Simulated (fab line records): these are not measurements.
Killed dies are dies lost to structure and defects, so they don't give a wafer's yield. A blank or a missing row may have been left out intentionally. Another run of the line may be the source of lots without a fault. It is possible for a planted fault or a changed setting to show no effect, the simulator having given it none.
A single fault, viewed from 2 desks    flow n5Finfet    each desk has only its own numbers; what lay behind them comes last

## FROM THE METROLOGY DESK
What the gauges read for every lot (on any tool): the sampled wafers with a number, averaged. If a lot's mean is further than 4 standard deviations from the usual mean, the lot is out of limits and carries the mark OUT (the distance appears in the brackets). It has 10 readings; the 7 that lie furthest out on some lot are the ones shown.
Columns: A = DIBL_N at N5_BEOL_M4_RC_MEAS_101, usual 36.1 mV/V; B = IOFF_N at N5_BEOL_M4_RC_MEAS_101, usual 0.154 nA/um; C = IOFF_P at N5_BEOL_M4_RC_MEAS_101, usual 0.21 nA/um; D = ION_N at N5_BEOL_M4_RC_MEAS_101, usual 670 uA/um; E = ION_P at N5_BEOL_M4_RC_MEAS_101, usual 461 uA/um; F = VT_N at N5_BEOL_M4_RC_MEAS_101, usual 250.4 mV; G = VT_P at N5_BEOL_M4_RC_MEAS_101, usual -250 mV
lot   first seen here  A     B      C     D    E    F      G
L161  day 9 16:39      36.0  0.133  0.20  667  466  254.0  -250
L163  day 10 23:01     35.1  0.142  0.20  665  456  250.7  -251
L168  day 11 15:20     37.3  0.153  0.20  663  455  251.1  -252
L171  day 11 20:16     34.1  0.128  0.15  666  448  255.0  -257
L175  day 12 17:49     35.0  0.149  0.19  677  462  248.6  -250
L177  day 13 23:28     33.7  0.117  0.15  655  455  254.7  -256
L178  day 14 16:38     37.9  0.169  0.22  668  458  250.2  -251
L181  day 15 04:57     36.1  0.140  0.18  667  456  254.9  -255
Result from this desk: across the 8 lots, nothing is out of limits.

## FOR THE TOOL OWNER'S DESK: rieDiel-01
The tool's own readings at N5_BEOL_M4_ETCH_70 (etches SOC in N2/H2, target depth 80 nm, overetch 24 nm, time 130 s): means of the sampled wafers that have a number, for each lot that ran on this tool. If a lot's mean is further than 4 standard deviations from the usual mean, the lot is out of limits and carries the mark OUT (the distance appears in the brackets).
Columns: A = biasW at N5_BEOL_M4_ETCH_70, usual 150.0 W; B = drypumpMotorCurrentA at N5_BEOL_M4_ETCH_70, usual 5.9 A; C = oesProductAu at N5_BEOL_M4_ETCH_70, usual 0.62 a.u.; D = rfVppV at N5_BEOL_M4_ETCH_70, usual 525.6 V; E = showerheadPlenumPTorr at N5_BEOL_M4_ETCH_70, usual 2.60 Torr; F = throttleValvePct at N5_BEOL_M4_ETCH_70, usual 17.71 %
lot   first seen here  A                B    C     D                E     F
L161  day 9 12:03      150.5            5.5  0.62  526.7            2.64  17.66
L163  day 10 18:37     150.0            5.5  0.67  525.6            2.63  17.54
L168  day 11 10:19     137.2 (-27) OUT  5.7  0.62  496.0 (-15) OUT  2.57  17.65
L171  day 11 14:16     137.1 (-27) OUT  5.5  0.65  497.5 (-14) OUT  2.63  17.56
This desk's verdict: out of limits on L168, L171, starting with L168 at day 11 10:19 (biasW at N5_BEOL_M4_ETCH_70). L161, L163 stayed within limits.

## PUT TOGETHER
The tool owner's desk could have raised an alarm at day 11 10:19, on L168, L171.
At the metrology desk, nothing out of limits was observed.
The metrology desk holds a record of L168, L171, inside its limits.
The lots listed all ran N5_BEOL_M4_ETCH_70 on rieDiel-01.

## WHAT THE SIMULATOR HAD INSERTED
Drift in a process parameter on rieDiel-01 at N5_BEOL_M4_ETCH_70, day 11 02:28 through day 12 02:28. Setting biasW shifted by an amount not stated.
Struck lots among those shown: L168, L171.
Hours from the fault's start to each desk's first reading out of limits: the tool owner's desk, 8.
